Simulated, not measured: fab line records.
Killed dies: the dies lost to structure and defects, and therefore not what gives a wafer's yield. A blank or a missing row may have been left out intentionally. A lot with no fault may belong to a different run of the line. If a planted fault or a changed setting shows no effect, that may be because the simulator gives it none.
Problem report in the 8D (eight disciplines) form, filled by code + flow nand-harc + the parts of the form that need people (team, actions taken, sign-off) are left out

1. WHAT IS WRONG
Mean of oes-product-au at NHARC_A_CONTACT_ETCH_92: 0.734 a.u. across 2 wafers in 2 lots; on wafers with no fault it is 0.927 a.u. (standard deviation 0.017). That is -11 standard deviations from the usual mean.
The step: etches the open film in CH3F/O2, target depth 40 nm, time 85.7 s.
The first sign was on wafer L169.1 at day 24 23:23, on rie-diel-09. Wafers with a number at this step in the record: 33, from 11 lots. The rule behind "out" and "out of limits": a value lying over 4 standard deviations away from the usual mean. The rest of the wafers with a number are treated as sound.

2. WHAT IT IS, WHAT IT ISN'T
| question                    | is                | is not                                                                                                        |
|-----------------------------|-------------------|---------------------------------------------------------------------------------------------------------------|
| which readings at this step | oes-product-au    | bias-w, drypump-motor-current-A, rf-vpp-V, showerhead-plenum-p-Torr, throttle-valve-pct                       |
| which lots                  | L169, L172        | L162, L168, L177, L178, L180, L181, L182, L183, L185                                                          |
| which wafers of those lots  | L169.1, L172.5    | L169.2, L169.4, L172.1, L172.6                                                                                |
| read on which tools         | rie-diel-09       | rie-diel-08                                                                                                   |
| when                        | from day 24 23:23 | up to then (8 sound wafers); but 23 sound wafers of L172, L177, L178, L180, L181, L182, L183, L185 came after |

3. SUSPECTS, AND WHAT RULES EACH OUT
Counting: a tool at a process step up to the reading stays a suspect if it ran every lot that is out. Sound lots after the first of them don't rule it out here, since some wafers of a struck lot are sound.
- rie-diel-09 at NHARC_A_CONTACT_ETCH_92 (etches the open film in CH3F/O2, target depth 40 nm, time 85.7 s): kept. Ran every lot that is out, first one L169 (day 24 23:23); last sound lot up to then L168 (day 24 08:06). Its own oes-product-au readings are out on those wafers.
- rie-diel-09, NHARC_A_CONTACT_ETCH_92: wafers that are out in chamber 0, sound lot-mates in chambers 1, 2, 3.
Left after counting: rie-diel-09 at NHARC_A_CONTACT_ETCH_92.

4. THE CAUSE (what the simulator had put in)
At NHARC_A_CONTACT_ETCH_92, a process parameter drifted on rie-diel-09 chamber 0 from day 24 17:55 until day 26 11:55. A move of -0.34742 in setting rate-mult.
The count eliminated every tool but this one.

5. SEQUENCE OF EFFECTS, ordered by route
Each row: a reading whose mean over the struck wafers that have a number lies more than 3 standard deviations from the usual. Scope: only readings with a usual standard deviation given in the record; hours: median across lots of the time from each lot's start at the first step in this table that gives one to its start at this step; sigmas: change in usual standard deviations.
| hours | step                    | reading        | usual      | on struck wafers | change | sigmas |
|-------|-------------------------|----------------|------------|------------------|--------|--------|
| 0     | NHARC_A_CONTACT_ETCH_92 | oes-product-au | 0.927 a.u. | 0.734            | -0.193 | -11    |
Here are the process steps it includes:
- NHARC_A_CONTACT_ETCH_92: etches the open film in CH3F/O2, target depth 40 nm, time 85.7 s.

6. HOW IT WOULD HAVE BEEN CAUGHT EARLIER
First out-of-limits reading in this record: day 24 23:23, which is 5 hours after fault onset at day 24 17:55.
